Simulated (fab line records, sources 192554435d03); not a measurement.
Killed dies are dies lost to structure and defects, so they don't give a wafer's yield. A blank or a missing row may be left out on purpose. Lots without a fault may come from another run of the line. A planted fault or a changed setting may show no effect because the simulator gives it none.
Split-lot experiment | flow n5_finfet | 7 lots, 21 wafers read, on a route of 1938 steps

THE SPLIT
At N5_BEOL_M13_EXPOSE_25 (exposes mask M13, target cd 210 nm), the setting dose_mj was moved away from the recipe's 22 on 5 of the 21 wafers read, by -7.0% to +7.4%. The other wafers ran this setting at the recipe's value.

FROM THE SPLIT TO THE READING: what the file shows between them, 2 steps
- N5_BEOL_M13_DEVELOP_27: develop time 45 s (also split here: develop_time_s)
- N5_BEOL_M13_HARDBAKE_32: time 120 s

THE READING
cd_nm, in nm, at N5_BEOL_M13_CD_MEAS_28 (target cd 209.5 nm). Fault-free wafers of this fab line usually give 209.8 nm, standard deviation 0.98 nm.

wafer  | tool, chamber at the split | dose_mj as run | against the recipe | cd_nm, nm | against lot-mates on the recipe
L077.1 | krf_scanner-01, 0          | 22             | recipe             | 208.2     | -
L077.2 | krf_scanner-01, 0          | 22             | recipe             | 208.6     | -
L077.4 | krf_scanner-01, 0          | 22             | recipe             | 208.9     | -
L079.2 | krf_scanner-02, 0          | 22             | recipe             | 210.2     | -
L079.4 | krf_scanner-02, 0          | 22             | recipe             | 211.3     | -
L079.6 | krf_scanner-02, 0          | 22             | recipe             | 210.9     | -
L081.2 | krf_scanner-02, 0          | 22             | recipe             | 211.2     | -
L081.4 | krf_scanner-02, 0          | 22             | recipe             | 211.2     | -
L081.5 | krf_scanner-02, 0          | 22             | recipe             | 211.1     | -
L083.2 | krf_scanner-01, 0          | 22             | recipe             | 210.8     | -
L083.5 | krf_scanner-01, 0          | 22             | recipe             | 211.5     | -
L083.6 | krf_scanner-01, 0          | 22             | recipe             | 211.1     | -
L090.1 | krf_scanner-02, 0          | 22             | recipe             | 210.2     | -
L090.3 | krf_scanner-02, 0          | 20.46          | -7.0%              | 203.4     | -6.7
L090.4 | krf_scanner-02, 0          | 22             | recipe             | 210.0     | -
L091.2 | krf_scanner-02, 0          | 22             | recipe             | 210.8     | -
L091.4 | krf_scanner-02, 0          | 20.61          | -6.3%              | 204.1     | -6.7
L091.6 | krf_scanner-02, 0          | 20.61          | -6.3%              | 203.4     | -7.4
L092.1 | krf_scanner-01, 0          | 22             | recipe             | 208.6     | -
L092.5 | krf_scanner-01, 0          | 23.62          | +7.4%              | 215.3     | +6.7
L092.6 | krf_scanner-01, 0          | 23.62          | +7.4%              | 214.8     | +6.2

THE FIT
A straight line over all 21 wafers: cd_nm changes by +0.841 nm for each +1% of dose_mj; r = +0.93; the points scatter about the line by 1.1 nm.
The same after taking each lot's own level away (the mean of its wafers on the recipe; 21 wafers): +0.97 nm for each +1%; r = +0.99; scatter 0.44 nm.
On that fit, the largest move of dose_mj shifts the reading by 7.1 nm.
The lots' own levels span 208.57 to 211.17 nm, that is 2.7 times the standard deviation above.
So the lot-to-lot level changes the slope: the two fits differ.
Check: with one of the wafers moved furthest among these (+7.4%) left out of the fit, the line predicts +7.12 nm for it against its lot-mates. It came out at +6.7 nm against them.

OTHER SPLITS ON THESE WAFERS
These wafers also went through other splits before the reading. Each is held against what the fit with the lots' levels taken away leaves over:
other split on the same wafers        | wafers away from the commonest value | r with cd_nm (lot level and that fit taken away)
N5_BEOL_M11_COAT_05 spin_rpm          | 7                                    | -0.46
N5_BEOL_M11_ETCH_62 time_s            | 7                                    | +0.20
N5_BEOL_M13_DEVELOP_27 develop_time_s | 3                                    | +0.16

THE WHOLE CHAIN: every reading that the file lists as answering this split, in the file's order
step                   | what it does                                           | reading                                                         | change (the file's fit)               | r (the file's)
N5_BEOL_M13_CD_MEAS_28 | target cd 209.5 nm                                     | cd_nm                                                           | +0.969 nm for each +1% of the setting | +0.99
N5_BEOL_M13_DESCUM_33  | chemistry O2, time 7.9 s                               | BEOL_M13.cd_nm (the simulator's own value, which no gauge read) | +0.951 nm for each +1% of the setting | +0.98
N5_BEOL_M13_ETCH_67    | etches SiARC in CF4, target depth 143 nm, time 238.3 s | BEOL_M13.cd_nm (the simulator's own value, which no gauge read) | +0.93 nm for each +1% of the setting  | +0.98
N5_BEOL_M13_ETCH_68    | etches SOC in N2/H2, time 355 s                        | BEOL_M13.cd_nm (the simulator's own value, which no gauge read) | +0.967 nm for each +1% of the setting | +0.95

THE FILE'S OWN FIT
cd_nm changes by +0.969 nm for each +1% of dose_mj, r = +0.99.
